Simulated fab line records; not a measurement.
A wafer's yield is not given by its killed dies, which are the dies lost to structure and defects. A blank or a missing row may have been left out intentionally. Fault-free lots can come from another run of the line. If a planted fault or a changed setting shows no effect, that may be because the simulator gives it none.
Code-filled problem report in 8D (eight disciplines) form | flow n5_finfet | the parts of the form that need people (team, actions taken, sign-off) are left out

1. PROBLEM STATEMENT
N5_PASSIVATION_PROBE_49, killed_at_front_end: mean 163 over 1 wafer from 1 lot; wafers with no fault: 44, standard deviation 13. That puts it +9.2 standard deviations away from the usual mean.
First seen on wafer L994.1, day 17 12:46, on prober-02. The record holds 3 wafers of 1 lot with a number at this step. Rule for "out", or "out of limits": more than 4 standard deviations from the usual mean. The rest of the wafers with a number are treated as sound.

2. WHAT THIS IS AND IS NOT
question                    | is                                                                                                       | is not
which readings at this step | killed_at_front_end, defect_limited_yield, killed_dies, sort_bin_5_function, sort_n_pass, sort_yield_pct | killed_at_M0_to_M3, killed_at_M4_up, killed_at_contacts, killed_at_other, killed_open, killed_short, sort_bin_6_memory, sort_bin_8_speed
which lots                  | L994                                                                                                     | -
which wafers of those lots  | L994.1                                                                                                   | L994.3, L994.6
read on which tools         | prober-02                                                                                                | -
when                        | from day 17 12:46                                                                                        | up to then (0 sound wafers); but 2 sound wafers of L994 came after

3. WHAT RULES OUT EACH SUSPECT
Counting: if a tool at a process step up to the reading ran every lot that is out, it stays a suspect. Sound lots after the first of them don't rule it out here, since some wafers of a struck lot are sound.
- rie_diel-02 at N5_SDB_ETCH_17 (etches SiARC in CF4, target depth 23.4 nm, time 39 s): kept. It ran the lot that is out, L994 (day 7 19:26).
- rie_diel-06 at N5_PASSIVATION_VIA_ETCH_13 (etches SiO2 in CHF3/O2, target depth 660 nm, time 330 s): kept. It ran the lot that is out, L994 (day 17 05:49).
- pvd_sputter-01 at N5_PASSIVATION_DEGAS_18 (time 60 s): kept. It ran the lot that is out, L994 (day 17 06:44).
- pvd_sputter-01 at N5_PASSIVATION_SPUTTER_20 (material TaN, target thk 50 nm): kept. It ran the lot that is out, L994 (day 17 06:49).
- prober-02 at N5_PASSIVATION_PROBE_49: kept. It ran the lot that is out, L994 (day 17 12:46). Its own readings are out on those wafers: defect_limited_yield, killed_at_front_end, killed_dies, sort_bin_5_function, sort_n_pass, sort_yield_pct.
- The sound lot-mates ran in chamber 2 of rie_diel-02 at N5_SDB_ETCH_17, but the wafers that are out ran in chamber 3.
Left after counting: rie_diel-02 at N5_SDB_ETCH_17, rie_diel-06 at N5_PASSIVATION_VIA_ETCH_13, pvd_sputter-01 at N5_PASSIVATION_DEGAS_18, pvd_sputter-01 at N5_PASSIVATION_SPUTTER_20, prober-02 at N5_PASSIVATION_PROBE_49.

4. THE CAUSE (what the simulator had put in)
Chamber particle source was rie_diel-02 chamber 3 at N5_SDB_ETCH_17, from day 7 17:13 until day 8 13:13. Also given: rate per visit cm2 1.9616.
Counting left 5 suspects, and this tool is among them.

5. SEQUENCE OF EFFECTS, ordered by route
One row per reading whose mean, taken over the struck wafers that have a number, lies over 3 standard deviations from the usual. Only readings for which the record gives a usual standard deviation are gone through. hours: the time from each lot's start at the first step in this table that gives one to its start at this step, as a median over the lots. sigmas: the change in usual standard deviations.
hours | step                    | reading              | usual  | on struck wafers | change | sigmas
0     | N5_PASSIVATION_PROBE_49 | defect_limited_yield | 91.0 % | 81.1             | -9.9   | -6.6
0     | N5_PASSIVATION_PROBE_49 | killed_at_front_end  | 44     | 163              | +119   | +9.2
0     | N5_PASSIVATION_PROBE_49 | killed_dies          | 106    | 223              | +117   | +6.5
0     | N5_PASSIVATION_PROBE_49 | killed_on_rim        | 14     | 30               | +16    | +3.8
0     | N5_PASSIVATION_PROBE_49 | sort_bin_5_function  | 5.3 %  | 10.7             | +5.4   | +5.6
0     | N5_PASSIVATION_PROBE_49 | sort_n_pass          | 1074   | 957              | -117   | -6.5
0     | N5_PASSIVATION_PROBE_49 | sort_yield_pct       | 91.0 % | 81.1             | -9.9   | -6.6
The process steps in it:
- N5_PASSIVATION_PROBE_49

6. WHAT WOULD HAVE CAUGHT IT SOONER
The fault began at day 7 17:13; the first out-of-limits reading in this record came at day 17 12:46, 236 hours later.
Of the tool readings at N5_SDB_ETCH_17 for which the record gives a usual standard deviation, none was out on any struck wafer, so an alarm limit of 4 standard deviations on them would not have fired.
Each of the lots that are out, 1 in all, had begun N5_SDB_ETCH_17 on rie_diel-02 no later than day 17 12:46. Holding the tool at that point would not have protected any of them.
